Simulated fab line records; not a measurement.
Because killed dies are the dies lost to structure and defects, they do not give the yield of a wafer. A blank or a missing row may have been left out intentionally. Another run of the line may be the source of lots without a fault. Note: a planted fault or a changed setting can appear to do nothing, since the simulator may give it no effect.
A lot that was struck, set against a sound lot	flow nand-harc	14 steps out of a route of 1159
Sound: these wafers, L855.1, L855.4, L855.5. Wafers L863.1, L863.3, L863.6 were the ones struck. The cause comes at the end.
Per side, at each step with rows, come the tool, then ch with its chambers, and then its first start. Under that, the readings that differ: sound wafers	struck wafers	difference of the means	sigmas: that difference in standard deviations of wafers without a fault.
alike: a reading whose means differ by less than 2 such deviations, as well as words and numbers matching on both sides. not compared: withheld readings; readings where some wafer has no value; bounds like >300 that might hide an equal value; numbers whose values overlap and for which the record gives no deviation.
The two part at a step that has a row with sigmas, a row that says differs or no value, or rows on one side only. Numbers that don't overlap but have no deviation are shown without sigmas and don't part them. A reading that every wafer of one side lacks parts them only if that side has two wafers or more.

first, 9 steps without rows for these wafers: NHARC_P_GATE_STRIP_50 (strips in SPM, time 900 s); NHARC_P_GATE_DEHYDRATE_51 (time 120 s); NHARC_P_GATE_HMDS_52 (time 30 s); NHARC_P_GATE_COAT_53; NHARC_P_GATE_SOFTBAKE_54 (time 95 s); NHARC_P_GATE_EBR_55; NHARC_P_GATE_EXPOSE_56 (exposes mask P PSD, target cd 720 nm); NHARC_P_GATE_PEB_57 (peb time 85 s); NHARC_P_GATE_DEVELOP_58 (time 70 s).
NHARC_P_GATE_CD_MEAS_59: the cd target is 720 nm.
  sound on cd-sem-03 ch 0, day 6 06:35; struck on cd-sem-01 ch 0, day 8 16:29
  alike: cd-nm
then, 1 step without rows for these wafers: NHARC_P_GATE_HARDBAKE_60 (time 80 s).
NHARC_P_GATE_DESCUM_61: chemistry O2, time 3 s.
  sound on rie-diel-07 ch 1,3, day 6 06:46; struck on rie-diel-03 ch 1,2,3, day 8 16:41
  alike: drypump-motor-current-A, oes-product-au, rf-vpp-V, showerhead-plenum-p-Torr, throttle-valve-pct
  not compared: rf-hours-counter-h
NHARC_P_GATE_IMPLANT_62:
  sound on implanter-02 ch 0, day 6 06:54; struck on implanter-02, day 8 16:52
  no value came back on the struck wafers for beam-energy-keV, beam-on-s (s); on the sound wafers beam-energy-keV reads 19.989 20.005 20.006
NHARC_P_GATE_STRIP_112: strips in N2/H2, time 200 s.
  sound on plasma-asher-02 ch 0, day 6 07:10; struck on plasma-asher-01 ch 0,1, day 8 17:25
  alike: drypump-motor-current-A, heater-power-w
  not compared: rf-hours-counter-h

== WHERE THEY PART ==
Only at NHARC_P_GATE_IMPLANT_62, as far as this record shows. Later steps at which nothing parts them and some readings are alike: NHARC_P_GATE_STRIP_112.

WHY: what had been put in by the simulator
Skipped step whole: implanter-02, from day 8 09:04 on, at NHARC_P_GATE_IMPLANT_62. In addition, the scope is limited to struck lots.
